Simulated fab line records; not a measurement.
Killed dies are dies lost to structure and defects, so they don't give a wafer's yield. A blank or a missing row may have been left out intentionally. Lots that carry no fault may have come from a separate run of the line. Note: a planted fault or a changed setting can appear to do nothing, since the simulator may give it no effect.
Which of the tools did it? | flow n5_finfet | 21 wafers sampled from 7 lots at 1 step of a route of 1938

== WHAT EACH GAUGE READ, for each wafer ==
N5_BEOL_M5_INSPECT_13: inspects for defects (brightfield).
lot  | measured     | on                | raw_defect_count
L269 | day 7 19:46  | defect_inspect-02 | 473 485 414
L272 | day 8 20:12  | defect_inspect-02 | 622 354 460
L277 | day 10 04:32 | defect_inspect-02 | 251 318 295
L283 | day 11 05:39 | defect_inspect-02 | 319 276 259
L285 | day 12 08:43 | defect_inspect-02 | 244 389 344
L289 | day 13 11:23 | defect_inspect-01 | 332 512 476
L291 | day 14 09:59 | defect_inspect-02 | 404 347 348

== EACH LOT AND THE TOOL THAT RAN IT (in order: tool; ch and the chambers of the sampled wafers; start) ==
The record shows no process step preceding these readings.

== THE ANSWER, worked out from the rows above alone ==
Rule: the usual values come from the lots themselves. Put in order of their means at a reading, lots are off if they are a third of the lots or fewer, leave a main group of 4 or more, and stand apart from it by a gap of 3 or more times the standard deviation of the main group's means; of several such gaps the widest counts. If all means in a main group match to the digits the tables above print for the reading, that group is not used. A lot without any number at a reading at which 4 lots or more have one is off too. Where the step has rows for the other lots, those lots are counted as sound.
Across all readings shown, no lot is off: no conclusion can be drawn from this.

== WHAT THE SIMULATOR HAD INSERTED ==
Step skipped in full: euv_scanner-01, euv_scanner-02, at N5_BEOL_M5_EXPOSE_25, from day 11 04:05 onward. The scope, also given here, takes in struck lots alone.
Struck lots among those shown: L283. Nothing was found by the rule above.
